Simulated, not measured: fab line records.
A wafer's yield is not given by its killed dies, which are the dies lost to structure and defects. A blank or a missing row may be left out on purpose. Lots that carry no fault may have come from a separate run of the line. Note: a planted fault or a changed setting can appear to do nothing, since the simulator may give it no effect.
fab line records	flow n5-finfet
[record] lots = 10	wafers = 26	last-day = 18
route steps=1938 shown BEOL_M11@1536 PASSIVATION@1936
lots with no fault: from the same line, run without faults
start-h: the number of hours between the record's first day and the start of the first shown wafer of the lot	wait-h: hours since the lot's step before	" same as the row above	L1.1+2: one row covering several wafers at once	- no value present, or no start provided	* or withheld: withheld	< > ~ a bound
route shown NAME@n: names a module that has steps shown in the file, with the first one's number in the route	usual: mean/standard deviation of fault-free wafers	same: alike in all rows	chamber/n: place in a boat	sites: each site's reading	_std_site: the values' standard deviation	_edge_site: outer sites' mean less inner sites'	radius-mm: how far each site lies from the wafer's centre	mask NAME#n: copy n	behind: the tool/chamber that last shaped the wafer	hold: reason for holding the lot/hours on hold/outcome of the hold	device: the n, p or np transistor that did not switch	end of line: at the end of the route, the tests of the same wafers	a step with no rows: only its recipe	killed: dies lost to structure and defects at the first sort, not the wafer's yield	map: shows each die of a wafer: x if killed, . if not, _ if none is there
set.NAME: setting as actually run; set.NAME@STEP: the setting as run at that earlier step	model.NAME: the simulator's own value behind a step, which no gauge read
a sample of lots followed through the steps of the route, with each step as a table and each wafer as a row
services: the hour from which a tool's chamber was out of use, counted from the record's first day as start-h (under 0 if before that day), plus the number of hours and why
[[steps]]
[step N5_BEOL_M11_ILD_DEP_00]
[recipe] material = SiCOH_lowk	target-thk-a = 3085.1	temp-c = 300	precursor = DEMS/porogen	pressure-torr = 5	rf-w = 500	time-s = 58
[usual] heater-power-w = 307/56	rf-fwd-power-W = 496.6/1.5	showerhead-plenum-p-Torr = 5.746/0.023	throttle-valve-pct = 14.1/0.4
lot.wafer	tool	chamber	start-h	wait-h	heater-power-w	rf-fwd-power-W	showerhead-plenum-p-Torr	throttle-valve-pct
L927.1	pecvd-02	1	218.81	0.0	285	496.3	5.758	14.7
L927.2	"	2	"	"	246	500.1	5.727	13.8
L927.3	"	0	"	"	287	496.9	5.759	14.3
L933.2	pecvd-03	1	262.02	0.0	315	496.0	5.743	14.4
L933.5	"	1	"	"	317	495.3	5.729	14.6
L934.2	pecvd-02	1	266.53	0.0	329	496.2	5.760	14.6
L934.3	"	0	"	"	274	494.4	5.752	14.3
L938.1	pecvd-02	1	293.76	0.0	253	494.9	5.762	14.5
L938.2	"	2	"	"	257	497.8	5.716	13.9
L938.3	"	0	"	"	288	497.0	5.754	14.3
L939.3	pecvd-04	2	308.66	0.0	428	497.6	5.776	13.6
L939.4	"	0	"	"	311	498.0	5.765	13.8
L939.6	"	1	"	"	412	497.5	5.733	13.5
L941.3	pecvd-02	1	316.75	0.0	274	496.2	5.762	14.5
L941.4	"	2	"	"	225	496.8	5.709	14.0
L941.5	"	1	"	"	290	497.3	5.758	14.6
L944.1	pecvd-02	1	338.54	0.0	273	496.3	5.770	14.6
L944.5	"	0	"	"	292	496.6	5.749	14.4
L944.6	"	1	"	"	286	493.3	5.770	14.7
L947.2	pecvd-02	1	347.26	0.0	311	496.4	5.754	14.3
L947.5	"	2	"	"	247	497.1	5.696	14.1
L945.3	pecvd-02	0	365.85	0.0	289	495.4	5.754	14.1
L945.4	"	2	"	"	285	495.9	5.704	14.3
L950.2	pecvd-03	2	390.92	0.0	249	494.4	5.740	13.5
L950.5	"	2	"	"	259	496.8	5.735	13.3
L950.6	"	1	"	"	313	495.8	5.752	14.3
[step N5_BEOL_M11_PECVD_70]
[recipe] material = SiO2	target-thk-a = 200	temp-c = 400	precursor = TEOS/O2	pressure-torr = 5.5	rf-w = 450	teos-flow-sccm = 53.8	gas = O2	flow-sccm = 3000	time-s = 22.7
[usual] heater-power-w = 728/130	rf-fwd-power-W = 445.2/1.6	showerhead-plenum-p-Torr = 8.81/0.085	throttle-valve-pct = 22.5/0.66
lot.wafer	tool	chamber	start-h	wait-h	heater-power-w	rf-fwd-power-W	showerhead-plenum-p-Torr	throttle-valve-pct
L927.1	pecvd-03	0	219.50	0.0	699	445.8	8.70	22.4
L927.2	"	2	"	"	669	446.1	8.77	21.2
L927.3	"	1	"	"	603	444.9	8.79	23.3
L933.2	pecvd-02	2	262.65	0.0	558	447.3	8.65	22.4
L933.5	"	2	"	"	566	444.8	8.67	22.4
L934.2	pecvd-02	1	267.19	0.0	599	443.7	8.89	23.5
L934.3	"	2	"	"	654	448.1	8.64	22.6
L938.1	pecvd-02	1	294.39	0.0	636	443.6	8.88	23.3
L938.2	"	2	"	"	544	448.1	8.65	22.8
L938.3	"	0	"	"	639	443.1	8.85	22.9
L939.3	pecvd-02	2	309.29	0.0	648	446.8	8.68	22.6
L939.4	"	0	"	"	695	444.4	8.87	22.6
L939.6	"	1	"	"	723	444.8	8.88	23.5
L941.3	pecvd-02	2	317.61	0.0	594	443.8	8.66	22.8
L941.4	"	2	"	"	606	445.8	8.67	22.5
L941.5	"	0	"	"	599	443.5	8.88	22.9
L944.1	pecvd-04	1	339.19	0.0	901	446.6	8.81	21.9
L944.5	"	2	"	"	1048	445.7	8.98	22.2
L944.6	"	1	"	"	904	446.0	8.83	22.1
L947.2	pecvd-03	1	347.91	0.0	612	445.2	8.79	23.4
L947.5	"	1	"	"	629	443.4	8.77	23.4
L945.3	pecvd-04	2	366.71	0.0	1005	443.6	8.95	22.1
L945.4	"	0	"	"	742	445.5	8.89	22.7
L950.2	pecvd-03	2	391.55	0.0	606	444.7	8.77	21.7
L950.5	"	1	"	"	731	445.1	8.81	23.2
L950.6	"	2	"	"	612	447.3	8.79	21.6
[step N5_BEOL_M11_INSPECT_13]
[recipe] mode = adi	inspect-instrument = brightfield
[usual] raw-defect-count = 405/94
lot.wafer	tool	chamber	start-h	wait-h	raw-defect-count
L927.1	defect-inspect-02	-	221.11	0.0	474
L927.2	"	-	"	"	493
L927.3	"	-	"	"	372
L933.2	defect-inspect-02	-	263.64	0.0	613
L933.5	"	-	"	"	491
L934.2	defect-inspect-02	-	270.31	0.0	296
L934.3	"	-	"	"	455
L938.1	defect-inspect-02	-	295.79	0.0	946
L938.2	"	-	"	"	868
L938.3	"	-	"	"	851
L939.3	defect-inspect-02	-	312.93	0.0	907
L939.4	"	-	"	"	804
L939.6	"	-	"	"	774
L941.3	defect-inspect-01	-	318.56	0.0	874
L941.4	"	-	"	"	965
L941.5	"	-	"	"	892
L944.1	defect-inspect-02	-	342.63	0.0	689
L944.5	"	-	"	"	434
L944.6	"	-	"	"	459
L947.2	defect-inspect-02	-	349.37	0.0	289
L947.5	"	-	"	"	259
L945.3	defect-inspect-01	-	368.65	0.0	303
L945.4	"	-	"	"	290
L950.2	defect-inspect-01	-	394.46	0.0	287
L950.5	"	-	"	"	502
L950.6	"	-	"	"	465
[step N5_BEOL_M11_DESCUM_16]
[recipe] chemistry = O2	time-s = 7.9	source-power-w = 50	bias-power-w = 20	pressure-mtorr = 20	rf-frequency-hz = 2.712e+07	temp-c = 40	resist = CAR-ArF	o2-flow-sccm = 225
[usual] drypump-motor-current-A = 5.9/0.37	o2-flow-sccm = 225.0/0.64	oes-product-au = 0.82/0.087	rf-fwd-power-W = 49.37/0.23	rf-vpp-V = 242.8/1.6	showerhead-plenum-p-Torr = 2.08/0.085	throttle-valve-pct = 20.4/0.3
lot.wafer	tool	chamber	start-h	wait-h	drypump-motor-current-A	o2-flow-sccm	oes-product-au	rf-fwd-power-W	rf-hours-counter-h	rf-vpp-V	showerhead-plenum-p-Torr	throttle-valve-pct
L927.1	rie-diel-03	2	221.50	0.4	6.5	224.5	0.98	49.57	5	241.9	2.08	20.1
L927.2	"	0	"	"	5.8	223.6	0.86	49.34	49	244.7	2.12	20.6
L927.3	"	0	"	"	5.9	224.6	0.86	49.42	-	243.5	2.12	20.6
L933.2	rie-diel-04	3	264.05	0.4	5.7	225.5	0.77	49.26	146	239.9	1.94	20.3
L933.5	"	1	"	"	6.2	224.9	0.72	49.70	-	245.6	2.18	20.4
L934.2	rie-diel-06	3	270.38	0.1	6.0	224.3	0.75	49.40	156	242.1	2.02	20.6
L934.3	"	1	"	"	6.2	225.6	0.86	49.45	57	241.4	2.04	20.6
L938.1	rie-diel-03	0	295.83	0.0	5.8	225.2	0.84	49.37	70	242.3	2.12	20.6
L938.2	"	1	"	"	5.6	225.2	0.70	49.03	226	242.0	1.98	20.8
L938.3	"	2	"	"	6.5	225.2	0.91	49.40	30	242.1	2.07	20.1
L939.3	rie-diel-03	0	312.96	0.0	5.8	225.1	0.82	49.49	76	243.3	2.11	20.6
L939.4	"	3	"	"	5.5	224.8	0.91	49.44	19	246.6	2.22	19.9
L939.6	"	1	"	"	5.6	225.9	0.71	49.17	-	240.7	1.98	20.8
L941.3	rie-diel-03	3	318.59	0.0	5.5	224.5	0.91	49.33	21	244.5	2.22	19.9
L941.4	"	2	"	"	6.5	223.9	0.90	49.30	36	242.3	2.07	20.1
L941.5	"	3	"	"	5.5	225.4	0.91	49.62	-	244.4	2.22	19.9
L944.1	rie-diel-04	1	342.66	0.0	6.2	226.1	0.70	49.40	218	243.0	2.17	20.4
L944.5	"	2	"	"	6.1	225.2	0.88	49.42	-	243.8	2.12	20.3
L944.6	"	1	"	"	6.2	226.3	0.70	49.51	-	245.6	2.17	20.4
L947.2	rie-diel-03	1	349.40	0.0	5.6	225.6	0.69	48.95	243	242.2	1.98	20.9
L947.5	"	1	"	"	5.6	225.3	0.69	49.01	-	241.5	1.98	20.9
L945.3	rie-diel-03	3	368.95	0.3	5.5	224.3	0.88	49.36	37	246.5	2.21	19.9
L945.4	"	0	"	"	5.8	225.4	0.79	49.41	94	243.8	2.11	20.7
L950.2	rie-diel-03	0	394.57	0.1	5.9	223.8	0.78	49.62	103	241.8	2.10	20.7
L950.5	"	2	"	"	6.6	224.1	0.86	49.25	-	242.2	2.06	20.2
L950.6	"	0	"	"	5.9	225.1	0.78	49.60	-	243.6	2.10	20.7
[step N5_BEOL_M11_STRIP_19]
[recipe] chemistry = O2	power-w = 400	temp-c = 40	pressure-mtorr = 30	rf-frequency-hz = 6e+07	bias-power-w = 0	overash-fraction = 0.2	o2-flow-sccm = 225
[usual] drypump-motor-current-A = 5.9/0.32	o2-flow-sccm = 224.9/0.64	oes-product-au = 0.81/0.086	rf-vpp-V = 3.7/0.62	showerhead-plenum-p-Torr = 2.08/0.091	throttle-valve-pct = 16.57/0.25
lot.wafer	tool	chamber	start-h	wait-h	drypump-motor-current-A	o2-flow-sccm	oes-product-au	rf-hours-counter-h	rf-vpp-V	showerhead-plenum-p-Torr	throttle-valve-pct
L927.1	rie-diel-04	1	222.02	0.1	6.2	225.6	0.73	183	3.7	2.18	16.62
L927.2	"	0	"	"	5.4	225.4	0.73	179	3.3	1.97	16.38
L927.3	"	3	"	"	5.6	224.3	0.77	130	4.6	1.95	16.49
L933.2	rie-diel-04	3	264.44	0.1	5.7	224.9	0.77	146	3.1	1.94	16.51
L933.5	"	3	"	"	5.6	225.4	0.76	-	3.2	1.94	16.50
L934.2	rie-diel-04	3	270.84	0.2	5.6	223.8	0.76	148	3.6	1.94	16.54
L934.3	"	1	"	"	6.2	224.4	0.71	199	3.5	2.18	16.65
L938.1	rie-diel-06	0	296.21	0.1	5.4	224.5	0.93	9	2.7	2.23	16.36
L938.2	"	2	"	"	5.9	224.9	0.89	24	3.3	2.11	16.23
L938.3	"	1	"	"	6.2	226.2	0.86	64	4.2	2.04	16.75
L939.3	rie-diel-03	3	313.35	0.1	5.5	224.5	0.91	19	3.5	2.22	16.13
L939.4	"	2	"	"	6.5	222.7	0.90	34	3.8	2.07	16.34
L939.6	"	0	"	"	5.9	224.8	0.82	-	3.3	2.12	16.81
L941.3	rie-diel-04	0	319.05	0.1	5.5	224.6	0.73	201	4.3	1.97	16.41
L941.4	"	2	"	"	6.1	225.8	0.90	32	4.5	2.13	16.52
L941.5	"	2	"	"	6.1	225.5	0.90	-	3.8	2.12	16.52
L944.1	rie-diel-04	3	343.05	0.1	5.6	225.3	0.74	166	2.9	1.94	16.57
L944.5	"	1	"	"	6.2	225.0	0.70	-	4.7	2.17	16.69
L944.6	"	2	"	"	6.1	225.0	0.87	-	3.8	2.12	16.54
L947.2	rie-diel-06	2	349.79	0.1	5.9	224.8	0.87	38	3.2	2.11	16.28
L947.5	"	0	"	"	5.4	224.8	0.90	-	3.6	2.23	16.37
L945.3	rie-diel-03	0	369.33	0.1	5.8	225.1	0.79	94	4.0	2.11	16.85
L945.4	"	1	"	"	5.6	224.6	0.69	249	5.3	1.98	17.07
L950.2	rie-diel-04	2	394.99	0.1	6.0	225.4	0.86	52	3.9	2.12	16.57
L950.5	"	2	"	"	6.0	225.0	0.86	-	2.9	2.12	16.55
L950.6	"	3	"	"	5.7	225.2	0.73	-	3.3	1.93	16.57
[step N5_BEOL_M11_INSPECT_30]
[recipe] mode = adi	inspect-instrument = brightfield
[usual] raw-defect-count = 406/96
lot.wafer	tool	chamber	start-h	wait-h	raw-defect-count
L927.1	defect-inspect-01	-	225.18	0.0	468
L927.2	"	-	"	"	486
L927.3	"	-	"	"	370
L933.2	defect-inspect-01	-	264.86	0.0	601
L933.5	"	-	"	"	482
L934.2	defect-inspect-01	-	273.70	0.0	298
L934.3	"	-	"	"	451
L938.1	defect-inspect-01	-	299.53	0.0	941
L938.2	"	-	"	"	878
L938.3	"	-	"	"	849
L939.3	defect-inspect-02	-	314.85	0.0	901
L939.4	"	-	"	"	797
L939.6	"	-	"	"	766
L941.3	defect-inspect-02	-	320.02	0.0	849
L941.4	"	-	"	"	966
L941.5	"	-	"	"	860
L944.1	defect-inspect-01	-	344.48	0.0	676
L944.5	"	-	"	"	430
L944.6	"	-	"	"	458
L947.2	defect-inspect-02	-	350.58	0.0	308
L947.5	"	-	"	"	253
L945.3	defect-inspect-01	-	370.93	0.0	284
L945.4	"	-	"	"	281
L950.2	defect-inspect-01	-	396.02	0.0	294
L950.5	"	-	"	"	515
L950.6	"	-	"	"	456
[step N5_PASSIVATION_PROBE_49]
[usual] defect-limited-yield = 90.9/1.6	killed_at_M0_to_M3 = 34/10	killed_at_M4_up = 13/5.4	killed-at-contacts = 13/6	killed-at-front-end = 42/13	killed-at-other = 4/3.2	killed-dies = 107/18	killed-on-rim = 14/4.2	killed-open = 69/14	killed-short = 35/7.7	sort_bin_4_leakage = 0.02/0.17	sort_bin_5_function = 5.3/1	sort_bin_6_memory = 3.3/0.75	sort_bin_8_speed = 0.00/0.015	sort-n-pass = 1073/19	sort-yield-pct = 90.9/1.6
[same] gross-dies = 1180	killed-at-back-side = 0
lot.wafer	tool	chamber	start-h	wait-h	defect-limited-yield[%]	killed_at_M0_to_M3	killed_at_M4_up	killed-at-contacts	killed-at-front-end	killed-at-other	killed-dies	killed-on-rim	killed-open	killed-short	sort_bin_4_leakage[%]	sort_bin_5_function[%]	sort_bin_6_memory[%]	sort_bin_8_speed[%]	sort-n-pass	sort-yield-pct[%]
L927.1	prober-02	-	265.70	0.0	92.1	25	26	9	33	0	93	13	61	28	0	4.9	2.8	0	1087	92.1
L927.2	prober-02	-	265.75	0.1	92.0	23	10	17	43	1	94	11	54	39	0	4.1	3.2	0	1086	92.0
L927.3	prober-02	-	265.80	0.1	91.2	29	18	25	30	2	104	16	67	33	0	5.5	3.0	0	1076	91.2
L933.2	prober-01	-	304.92	0.1	93.0	25	7	22	26	3	83	13	59	24	0	4.4	2.6	0	1097	93.0
L933.5	prober-01	-	305.07	0.2	94.0	27	6	10	25	3	71	12	50	20	0	3.7	2.2	0	1109	94.0
L934.2	prober-02	-	315.63	0.1	90.3	29	8	7	69	2	115	15	86	29	0	5.6	4.1	0	1065	90.3
L934.3	prober-02	-	315.68	0.1	90.3	45	16	15	36	2	114	13	69	42	0	5.8	3.5	0	1066	90.3
L938.1	prober-02	-	341.94	0.0	84.8	20	128	7	22	2	179	15	50	17	0	9.5	4.0	0	1001	84.8
L938.2	prober-02	-	341.99	0.1	85.3	36	97	12	27	2	174	24	58	30	0	9.7	3.2	0	1006	85.3
L938.3	prober-02	-	342.04	0.1	86.9	32	79	6	35	3	155	37	56	23	0	7.4	2.8	0	1025	86.9
L939.3	prober-01	-	353.38	0.1	83.5	35	102	10	45	3	195	31	63	46	0	11.3	3.5	0	985	83.5
L939.4	prober-01	-	353.43	0.2	85.3	47	70	19	35	2	173	30	70	40	0	9.2	3.8	0	1007	85.3
L939.6	prober-01	-	353.53	0.3	80.3	33	135	20	43	2	233	20	78	40	0	13.0	4.7	0	947	80.3
L941.3	prober-02	-	361.36	0.1	80.2	46	90	14	74	10	234	41	98	51	0	10.9	6.2	0	946	80.2
L941.4	prober-02	-	361.41	0.2	81.8	44	89	11	68	3	215	32	76	59	0	10.8	5.6	0	965	81.8
L941.5	prober-02	-	361.46	0.2	82.3	52	71	13	71	2	209	38	89	58	0	11.0	5.0	0	971	82.3
L944.1	prober-01	-	388.60	0.0	90.3	35	16	17	45	2	115	19	70	39	0.08	5.4	3.8	0	1064	90.2
L944.5	prober-01	-	388.80	0.2	89.1	62	14	17	27	9	129	17	88	40	0	6.3	4.4	0	1051	89.1
L944.6	prober-01	-	388.85	0.3	90.0	62	10	7	36	3	118	19	72	42	0	6.4	3.1	0	1062	90.0
L947.2	prober-01	-	394.95	0.1	91.5	25	14	15	45	1	100	11	58	40	0	5.6	2.7	0	1080	91.5
L947.5	prober-01	-	395.10	0.2	90.1	33	14	8	61	1	117	24	63	42	0	5.8	3.0	0	1063	90.1
L945.3	prober-02	-	407.88	0.1	88.7	40	21	17	54	1	133	18	99	30	0	6.7	4.2	0.08	1047	88.7
L945.4	prober-02	-	407.93	0.2	91.8	25	15	11	45	1	97	13	56	40	0	4.9	3.1	0	1083	91.8
L950.2	prober-02	-	432.52	0.1	89.7	24	17	8	65	7	121	19	72	43	0	5.8	4.3	0	1059	89.7
L950.5	prober-02	-	432.67	0.2	89.4	19	14	27	59	6	125	24	81	38	0	6.2	4.2	0	1055	89.4
L950.6	prober-02	-	432.72	0.3	89.1	33	17	21	48	10	129	17	86	36	0	5.5	5.1	0	1051	89.1
// killed by level:class
L927.1 STI_FIN_REVEAL:geometric-particle:open=10 FIN_SAQP:geometric-particle:open=7 MOL_CONTACT_COAG:geometric-particle:open=7 BEOL_M4:geometric-particle:open=7 FIN_SAQP:geometric-particle:short=6 BEOL_M0_SAQP:geometric-particle:open=6 BEOL_M0_SAQP:geometric-particle:short=6 BEOL_M1:geometric-particle:open=6
L927.2 MOL_CONTACT_COAG:geometric-particle:open=12 FIN_SAQP:geometric-particle:short=11 STI_FIN_REVEAL:geometric-particle:open=8 FIN_SAQP:geometric-particle:open=7 MOL_CONTACT_COAG:geometric-particle:short=5 BEOL_M0_SAQP:geometric-particle:open=5 BEOL_M0_SAQP:geometric-particle:short=5 BEOL_M5:geometric-particle:open=4
L927.3 MOL_CONTACT_COAG:geometric-particle:open=21 BEOL_M0_SAQP:geometric-particle:short=9 STI_FIN_REVEAL:geometric-particle:open=7 BEOL_M4:geometric-particle:open=7 BEOL_M1:geometric-particle:open=7 FIN_SAQP:geometric-particle:open=5 FIN_SAQP:geometric-particle:short=5 MOL_CONTACT_COAG:geometric-particle:short=4
L933.2 MOL_CONTACT_COAG:geometric-particle:open=18 STI_FIN_REVEAL:geometric-particle:open=9 BEOL_M0:geometric-particle:open=6 GATE_CUT:geometric-particle:short=5 BEOL_M0_SAQP:geometric-particle:short=5 MOL_CONTACT_COAG:geometric-particle:short=4 BEOL_M1:geometric-particle:open=4 BEOL_M3:geometric-particle:open=4
L933.5 MOL_CONTACT_COAG:geometric-particle:open=8 STI_FIN_REVEAL:geometric-particle:open=7 BEOL_M2:geometric-particle:open=6 GATE_CUT:geometric-particle:short=4 BEOL_M0_SAQP:geometric-particle:open=4 BEOL_M0_SAQP:geometric-particle:short=4 BEOL_M1:geometric-particle:open=4 BEOL_M3:geometric-particle:open=4
L934.2 STI_FIN_REVEAL:geometric-particle:open=33 STI_FIN_REVEAL:geometric-particle:short=9 FIN_SAQP:geometric-particle:short=8 FIN_SAQP:geometric-particle:open=7 BEOL_M1:geometric-particle:open=6 BEOL_M0_SAQP:geometric-particle:open=5 BEOL_M0:geometric-particle:open=5 BEOL_M2:geometric-particle:open=5
L934.3 BEOL_M0_SAQP:geometric-particle:short=10 MOL_CONTACT_COAG:geometric-particle:open=10 BEOL_M0_SAQP:geometric-particle:open=9 STI_FIN_REVEAL:geometric-particle:open=8 BEOL_M3:geometric-particle:open=7 BEOL_M4:geometric-particle:open=7 FIN_SAQP:geometric-particle:open=6 BEOL_M0:geometric-particle:short=6
L938.1 BEOL_M11:unspecified=112 BEOL_M4:geometric-particle:open=9 STI_FIN_REVEAL:geometric-particle:open=8 BEOL_M0_SAQP:geometric-particle:open=6 DUMMY_GATE:geometric-particle:open=4 MOL_CONTACT_COAG:geometric-particle:open=4 STARTING-WAFER:geometric-particle:short=4 MOL_CONTACT_COAG:geometric-particle:short=3
L938.2 BEOL_M11:unspecified=85 BEOL_M2:geometric-particle:open=10 DUMMY_GATE:geometric-particle:open=9 MOL_CONTACT_COAG:geometric-particle:open=9 BEOL_M4:geometric-particle:open=7 BEOL_M0_SAQP:geometric-particle:short=6 BEOL_M0_SAQP:geometric-particle:open=5 FIN_SAQP:geometric-particle:short=3
L938.3 BEOL_M11:unspecified=63 HKMG_FIN:area-etch=12 BEOL_M3:geometric-particle:open=9 BEOL_M4:geometric-particle:open=9 STI_FIN_REVEAL:geometric-particle:open=6 DUMMY_GATE:geometric-particle:open=5 MOL_CONTACT_COAG:geometric-particle:open=5 BEOL_M0_SAQP:geometric-particle:short=5
L939.3 BEOL_M11:unspecified=82 BEOL_M0_SAQP:geometric-particle:short=15 FIN_SAQP:geometric-particle:open=12 FIN_SAQP:geometric-particle:short=9 BEOL_M1:geometric-particle:open=7 STI_FIN_REVEAL:geometric-particle:open=7 MOL_CONTACT_COAG:geometric-particle:open=7 BEOL_M0_SAQP:geometric-particle:open=7
L939.4 BEOL_M11:unspecified=63 MOL_CONTACT_COAG:geometric-particle:open=15 BEOL_M0_SAQP:geometric-particle:short=15 FIN_SAQP:geometric-particle:open=13 FIN_SAQP:geometric-particle:short=9 BEOL_M0_SAQP:geometric-particle:open=8 BEOL_M3:geometric-particle:open=6 BEOL_M2:geometric-particle:open=5
L939.6 BEOL_M11:unspecified=112 MOL_CONTACT_COAG:geometric-particle:open=13 BEOL_M4:geometric-particle:open=9 STI_FIN_REVEAL:geometric-particle:open=8 MOL_CONTACT_COAG:geometric-particle:short=7 BEOL_M3:geometric-particle:open=7 FIN_SAQP:geometric-particle:short=6 BEOL_M0_SAQP:geometric-particle:short=6
L941.3 BEOL_M11:unspecified=79 STI_FIN_REVEAL:geometric-particle:open=16 BEOL_M1:geometric-particle:open=16 DUMMY_GATE:geometric-particle:open=13 MOL_CONTACT_COAG:geometric-particle:open=12 BEOL_M0_SAQP:geometric-particle:short=10 BEOL_M0_SAQP:geometric-particle:open=10 FIN_SAQP:geometric-particle:short=7
L941.4 BEOL_M11:unspecified=78 FIN_SAQP:geometric-particle:short=17 STI_FIN_REVEAL:geometric-particle:open=13 FIN_SAQP:geometric-particle:open=10 GATE_CUT:geometric-particle:short=9 BEOL_M0_SAQP:geometric-particle:open=9 BEOL_M1:geometric-particle:open=8 DUMMY_GATE:geometric-particle:open=7
L941.5 BEOL_M11:unspecified=61 STI_FIN_REVEAL:geometric-particle:open=26 BEOL_M0_SAQP:geometric-particle:short=14 FIN_SAQP:geometric-particle:short=13 MOL_CONTACT_COAG:geometric-particle:open=12 BEOL_M1:geometric-particle:open=12 BEOL_M0_SAQP:geometric-particle:open=11 STI_FIN_REVEAL:geometric-particle:short=7
L944.1 MOL_CONTACT_COAG:geometric-particle:open=14 BEOL_M0_SAQP:geometric-particle:short=12 FIN_SAQP:geometric-particle:open=11 BEOL_M4:geometric-particle:open=9 FIN_SAQP:geometric-particle:short=8 DUMMY_GATE:geometric-particle:open=5 STARTING-WAFER:geometric-particle:short=5 BEOL_M1:geometric-particle:open=5
L944.5 BEOL_M0_SAQP:geometric-particle:open=22 BEOL_M0_SAQP:geometric-particle:short=20 MOL_CONTACT_COAG:geometric-particle:open=14 BEOL_M4:geometric-particle:open=11 BEOL_M1:geometric-particle:open=9 STI_FIN_REVEAL:geometric-particle:open=6 BEOL_M2:geometric-particle:open=5 DUMMY_GATE:geometric-particle:open=4
L944.6 BEOL_M0_SAQP:geometric-particle:open=23 BEOL_M0_SAQP:geometric-particle:short=14 FIN_SAQP:geometric-particle:open=8 GATE_CUT:geometric-particle:short=7 MOL_CONTACT_COAG:geometric-particle:open=7 BEOL_M3:geometric-particle:open=7 BEOL_M1:geometric-particle:open=6 BEOL_M4:geometric-particle:open=6
L947.2 FIN_SAQP:geometric-particle:open=13 FIN_SAQP:geometric-particle:short=13 MOL_CONTACT_COAG:geometric-particle:open=11 BEOL_M0:geometric-particle:open=7 BEOL_M3:geometric-particle:open=7 MOL_CONTACT_COAG:geometric-particle:short=4 BEOL_M0_SAQP:geometric-particle:short=3 BEOL_M3:geometric-particle:short=3
L947.5 FIN_SAQP:geometric-particle:open=12 FIN_SAQP:geometric-particle:short=11 DUMMY_GATE:geometric-particle:open=8 BEOL_M0_SAQP:geometric-particle:short=8 STARTING-WAFER:geometric-particle:open=7 HKMG_FIN:area-etch=7 MOL_CONTACT_COAG:geometric-particle:open=6 BEOL_M0_SAQP:geometric-particle:open=6
L945.3 STI_FIN_REVEAL:geometric-particle:open=17 BEOL_M0_SAQP:geometric-particle:open=15 MOL_CONTACT_COAG:geometric-particle:open=13 FIN_SAQP:geometric-particle:open=12 BEOL_M0_SAQP:geometric-particle:short=9 BEOL_M7:geometric-particle:open=7 FIN_SAQP:geometric-particle:short=6 BEOL_M3:geometric-particle:open=6
L945.4 MOL_CONTACT_COAG:geometric-particle:open=10 BEOL_M2:geometric-particle:short=8 DUMMY_GATE:geometric-particle:open=7 FIN_SAQP:geometric-particle:short=5 FIN_SAQP:geometric-particle:open=5 STARTING-WAFER:geometric-particle:short=5 STI_FIN_REVEAL:geometric-particle:open=5 BEOL_M0_SAQP:geometric-particle:short=5
L950.2 FIN_SAQP:geometric-particle:short=18 STI_FIN_REVEAL:geometric-particle:open=16 BEOL_M3:geometric-particle:open=16 BEOL_M4:geometric-particle:open=8 FIN_SAQP:geometric-particle:open=6 STI_FIN_REVEAL:geometric-particle:short=6 MOL_CONTACT_COAG:geometric-particle:open=6 DUMMY_GATE:geometric-particle:open=5
L950.5 MOL_CONTACT_COAG:geometric-particle:open=20 FIN_SAQP:geometric-particle:open=15 STI_FIN_REVEAL:geometric-particle:open=11 BEOL_M4:geometric-particle:open=8 FIN_SAQP:geometric-particle:short=7 MOL_CONTACT_COAG:geometric-particle:short=7 GATE_CUT:geometric-particle:short=5 BEOL_M2:geometric-particle:open=5
L950.6 STI_FIN_REVEAL:geometric-particle:open=15 MOL_CONTACT_COAG:geometric-particle:open=15 FIN_SAQP:geometric-particle:open=11 BEOL_M2:geometric-particle:short=10 BEOL_M3:geometric-particle:open=8 BEOL_M4:geometric-particle:open=8 FIN_SAQP:geometric-particle:short=6 MOL_CONTACT_COAG:geometric-particle:short=5
[[services]]
tool	chamber	start-h	hours	kind
pecvd-02	0	200.13	5.0	scheduled-down
rie-diel-06	-	201.59	2.8	pm
rie-diel-04	0	209.83	5.8	repair
rie-diel-03	3	233.72	-	clean
rie-diel-03	3	233.72	-	consumable-replace:focus-ring
rie-diel-03	3	233.72	-	consumable-replace:showerhead
rie-diel-03	3	233.72	11.9	scheduled-down
rie-diel-03	3	233.72	11.9	vent-cycle
pecvd-02	-	239.60	1.0	repair
rie-diel-04	0	250.43	17.9	repair
rie-diel-03	-	267.61	2.8	pm
rie-diel-03	3	285.89	4.9	repair
rie-diel-06	-	318.79	1.1	repair
rie-diel-04	0	341.79	8.0	repair
pecvd-02	0	346.60	2.1	scheduled-down
pecvd-04	-	350.50	5.5	pm
pecvd-04	-	359.46	1.0	repair
rie-diel-06	0	366.77	5.4	repair
pecvd-04	-	370.94	11.4	repair
rie-diel-03	1	373.77	-	clean
rie-diel-03	1	373.77	-	consumable-replace:esc
rie-diel-03	1	373.77	-	consumable-replace:focus-ring
rie-diel-03	1	373.77	-	consumable-replace:showerhead
rie-diel-04	0	391.03	6.1	repair
[[key]]
[first-sign] step = N5_BEOL_M11_INSPECT_13	reading = raw-defect-count	direction = up	sigmas = 5	usual = 405	struck = 876
[effect] step = N5_BEOL_M11_INSPECT_30	reading = raw-defect-count	direction = up	sigmas = 4.8	usual = 406	struck = 867
[effect] step = N5_PASSIVATION_PROBE_49	reading = killed_at_M4_up	direction = up	sigmas = 15	usual = 13	struck = 96
[more-kills-born-at] N5_BEOL_M11_PECVD_70@pecvd-02 = 734
met-at N5_BEOL_M11_PECVD_70
struck-lots L938,L939,L941
[baseline-loss] step = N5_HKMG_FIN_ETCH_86	wafers = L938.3
not-acting-at N5_BEOL_M11_ILD_DEP_00,N5_BEOL_M11_DESCUM_16,N5_BEOL_M11_STRIP_19
onset-between 267.19 294.39
[fault] kind = chamber-particle-source	tool = pecvd-02	chamber = -	onset-h = 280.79	steps = N5_BEOL_M11_PECVD_70	rate-per-visit-cm2 = 0.7396	end-h = 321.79
// baseline-loss: these wafers lose ten dies or more at that step, a loss of the line's own and not of a fault; the sort's usual values leave them out
